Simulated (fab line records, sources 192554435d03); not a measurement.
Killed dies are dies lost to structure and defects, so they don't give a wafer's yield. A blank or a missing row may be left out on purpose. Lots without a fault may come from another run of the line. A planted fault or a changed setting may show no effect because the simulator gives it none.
Problem report in the 8D (eight disciplines) form, filled by code | flow n5_finfet | the parts of the form that need people (team, actions taken, sign-off) are left out

1. THE PROBLEM
rf_fwd_power_W at N5_BEOL_M10_VIA_ETCH_34 reads a mean of 258.8 W on 6 wafers of 2 lots; wafers without a fault read 342.2 W with a standard deviation of 1.2. That is -69 standard deviations from the usual mean.
The step: etches SiCOH lowk in C4F6/O2, target depth 184.5 nm, time 69.2 s.
First seen on wafer L424.2, day 14 04:02, on rie_diel-02. The record holds 18 wafers of 6 lots with a number at this step. Rule for "out", or "out of limits": more than 4 standard deviations from the usual mean. The other wafers with a number count as sound.

2. WHAT IT IS AND WHAT IT IS NOT
question                    | is                       | is not
which readings at this step | rf_fwd_power_W, rf_vpp_V | O2_flow_sccm, drypump_motor_current_A, oes_product_au, showerhead_plenum_p_Torr, throttle_valve_pct
which lots                  | L422, L424               | L414, L419, L431, L432
which wafers of those lots  | all that have a number   | -
read on which tools         | rie_diel-02              | rie_diel-05
when                        | from day 14 04:02        | up to then (6 sound wafers); but 6 sound wafers of L431, L432 came after

3. SUSPECTS, AND WHAT RULES EACH OUT
Counting: a tool at a process step up to the reading stays a suspect if it ran every lot that is out and no sound lot after the first of them.
- rie_diel-02 at N5_BEOL_M10_DESCUM_33 (chemistry O2, time 7.9 s): kept. It ran every lot that is out, first L424 (day 14 03:50), and no sound lot after that; its last sound lot up to then is L419 (day 12 06:29).
- rie_diel-02 at N5_BEOL_M10_ETCH_65 (etches SiARC in CF4, target depth 39 nm, time 65 s): kept. It ran every lot that is out, first L424 (day 14 03:52), and no sound lot after that; its last sound lot up to then is L419 (day 12 06:31).
- rie_diel-02 at N5_BEOL_M10_ETCH_66 (etches SOC in N2/H2, target depth 120 nm, overetch 24 nm, time 180 s): kept. It ran every lot that is out, first L424 (day 14 03:55), and no sound lot after that; its last sound lot up to then is L419 (day 12 06:34).
- rie_diel-02 at N5_BEOL_M10_VIA_ETCH_34 (etches SiCOH lowk in C4F6/O2, target depth 184.5 nm, time 69.2 s): kept. It ran every lot that is out, first L424 (day 14 04:02), and no sound lot after that; its last sound lot up to then is L419 (day 12 06:41). Its own readings are out on those wafers: rf_fwd_power_W, rf_vpp_V.
Left after counting: rie_diel-02 at N5_BEOL_M10_DESCUM_33, rie_diel-02 at N5_BEOL_M10_ETCH_65, rie_diel-02 at N5_BEOL_M10_ETCH_66, rie_diel-02 at N5_BEOL_M10_VIA_ETCH_34.

4. THE CAUSE (what the simulator had put in)
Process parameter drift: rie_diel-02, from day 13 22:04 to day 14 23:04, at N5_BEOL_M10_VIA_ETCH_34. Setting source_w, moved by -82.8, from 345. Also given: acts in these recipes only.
Counting left 4 suspects, and this tool is among them.

5. THE CHAIN OF EFFECTS, in route order
Each row: a reading whose mean over the struck wafers that have a number lies more than 3 standard deviations from the usual. Only readings for which the record gives a usual standard deviation are gone through. hours: the time from each lot's start at the first step in this table that gives one to its start at this step, as a median over the lots. sigmas: the change in usual standard deviations.
hours | step                    | reading        | usual     | on struck wafers | change | sigmas
0     | N5_BEOL_M10_VIA_ETCH_34 | oes_f_703_au   | 0.76 a.u. | 0.52             | -0.24  | -3.2
0     | N5_BEOL_M10_VIA_ETCH_34 | rf_fwd_power_W | 342.2 W   | 258.8            | -83.4  | -69
0     | N5_BEOL_M10_VIA_ETCH_34 | rf_vpp_V       | 672 V     | 778              | +106   | +9.6
The process steps in it:
- N5_BEOL_M10_VIA_ETCH_34: etches SiCOH lowk in C4F6/O2, target depth 184.5 nm, time 69.2 s.

6. WHAT WOULD HAVE CAUGHT IT SOONER
In this record the first reading out of limits was taken at day 14 04:02, 6 hours after the fault began at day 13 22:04.
